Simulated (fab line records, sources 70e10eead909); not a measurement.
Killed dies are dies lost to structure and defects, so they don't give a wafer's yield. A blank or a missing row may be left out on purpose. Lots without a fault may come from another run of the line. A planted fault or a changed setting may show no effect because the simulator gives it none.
Chamber matching | flow nand_harc | NHARC_A_SLIT_DEP_23 on pecvd-03: 3 sister chambers
The step deposits SiON, target thk 100 nm. 3 wafers are shown with their chamber, then 8 later ones without.

WAFERS WITH THEIR CHAMBER
wafer  | chamber | heater_power_w (W)
L083.4 | 1       | 723
L091.1 | 2       | 793
L093.3 | 0       | 534

WAFERS WITHOUT THEIR CHAMBER
wafer  | heater_power_w (W)
L093.5 | 552
L093.6 | 828
L095.2 | 868
L095.5 | 848
L095.6 | 618
L096.1 | 736
L096.5 | 583
L096.6 | 752

WHICH CHAMBER EACH WENT THROUGH
wafer  | from the rows above          | in truth
L093.5 | 0                            | 0
L093.6 | can't be placed: 2 or 1      | 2
L095.2 | can't be placed: 2 or 1      | 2
L095.5 | can't be placed: 2 or 1      | 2
L095.6 | can't be placed: 0 or 1 or 2 | 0
L096.1 | can't be placed: 1 or 2      | 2
L096.5 | can't be placed: 0 or 1      | 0
L096.6 | can't be placed: 1 or 2      | 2
Placed correctly: 1 of 8. Can't be placed from these rows: 7 (the true chamber is among the candidates in 7). Placed wrongly: 0.
How it was worked out, from the rows above alone: a wafer's distance from a chamber is the root of the sum, over the readings, of the square of ((its reading less the chamber's mean) divided by the reading's scatter). The wafer belongs to the nearest chamber; if the next one is less than 2 further off, it can't be placed. A chamber's mean is the mean of its shown wafers. The scatter: with one shown wafer a chamber, the root of the mean of the squares of how far each hidden wafer lies from its nearest shown one.
